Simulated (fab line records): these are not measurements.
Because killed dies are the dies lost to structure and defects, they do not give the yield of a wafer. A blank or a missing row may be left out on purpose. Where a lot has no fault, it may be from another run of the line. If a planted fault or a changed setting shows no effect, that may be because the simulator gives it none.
Struck lot and sound lot, side by side	flow nand-harc	13 out of 1302 route steps
Sound: the wafers L929.3, L929.4, L929.5. Struck: wafer L946.3 (left out: L946.1, L946.5 of the same lot, which were not struck); the cause appears at the end.
At each step with rows: each side's tool, then ch and its chambers, then its first start. Under that, the readings that differ: sound wafers	struck wafers	difference of the means	sigmas: that difference in standard deviations of wafers without a fault.
alike: a reading whose means differ by less than 2 such deviations, as well as words and numbers matching on both sides. not compared: withheld readings; readings where some wafer has no value; bounds like >300 that might hide an equal value; numbers whose values overlap and for which the record gives no deviation.
Wherever a step has rows on one side only, a row that says differs or no value, or a row with sigmas, the two part there. Numbers that have no deviation but don't overlap get no sigmas and don't part them. A reading missing from all wafers of one side parts the sides only when that side holds two or more wafers.

NHARC_A_SLIT_ETCH_29: etches the open film in CF4/O2, target depth 100 nm, overetch 10 nm, time 55 s.
  sound on rie-diel-09 ch 1,2,3, day 21 16:17; struck on rie-diel-09 ch 2, day 28 01:27
  alike: drypump-motor-current-A, oes-product-au, rf-vpp-V, showerhead-plenum-p-Torr, throttle-valve-pct
  not compared: rf-hours-counter-h
NHARC_A_SLIT_STRIP_18: strips in O2.
  sound: rie-diel-09 ch 0,1,3; struck: rie-diel-09 ch 0
  alike: drypump-motor-current-A, oes-product-au, rf-vpp-V, showerhead-plenum-p-Torr, throttle-valve-pct
  not compared: rf-hours-counter-h
then, 2 steps without rows for these wafers: NHARC_A_SLIT_PRECLEAN_19 (cleans in SC1); NHARC_A_SLIT_SRD_20.
NHARC_A_SLIT_CD_MEAS_21:
  sound: cd-sem-03 at day 21 16:53; struck: cd-sem-03 at day 28 01:59
  alike: cd-nm
then, 3 steps without rows for these wafers: NHARC_A_SIN_REMOVE_WET_00 (chemistry H3PO4, time 15300 s); NHARC_A_SIN_REMOVE_PRECLEAN_01 (cleans in SC1); NHARC_A_SIN_REMOVE_SRD_02.
NHARC_A_SIN_REMOVE_INSPECT_04:
  sound: defect-inspect-02 at day 21 23:29; struck: defect-inspect-02 at day 28 08:38
  alike: raw-defect-count
NHARC_A_WL_FILL_ALD_00: deposits Al2O3, target thk 3 nm, pulse time 3 s, ald cycles 30.
  sound on ald-hk-01 ch 0,1,3, day 21 23:33; struck on ald-hk-03 ch 1, day 28 08:42
  alike: heater-power-w, precursor-pulse-height-rel
  not compared: ald-cycles
NHARC_A_WL_FILL_RTA_01: time 5 s.
  sound on rtp-anneal-02 ch 0, day 21 23:52; struck on rtp-anneal-02 ch 0, day 28 08:58
  alike: lamp-power-pct, lamp_zone_1_pct, lamp_zone_5_pct, lamp_zone_7_pct, wafer_temp_C_max
NHARC_A_WL_FILL_ALD_02: deposits TiN, target thk 2 nm, pulse time 3 s, ald cycles 100.
  sound on ald-metal-02 ch 1,2, day 22 00:02; struck on ald-metal-03 ch 1, day 28 09:16
reading	sound	struck	difference	sigmas
ald-cycles	100 100 100	86	-14	
  alike: heater-power-w, precursor-pulse-height-rel
-- break in the record here, with 4 days between the starts of the struck wafers on either side (left off in module A_WL_FILL, picked up again in module END, where the first step shown is number 1302 on the route) --
NHARC_END_SORT_01:
  sound on prober-02 ch 0, day 26 05:22; struck on prober-01 ch 0, day 32 19:59
reading	sound	struck	difference	sigmas
killed-at-periphery	1 3 1	10	+8	+3
  alike: killed-at-array, killed-at-other, killed-dies, killed-open, killed-short

## WHERE THEY PART
At NHARC_END_SORT_01 and nowhere else, as far as this record goes.

WHY: whatever the simulator had introduced
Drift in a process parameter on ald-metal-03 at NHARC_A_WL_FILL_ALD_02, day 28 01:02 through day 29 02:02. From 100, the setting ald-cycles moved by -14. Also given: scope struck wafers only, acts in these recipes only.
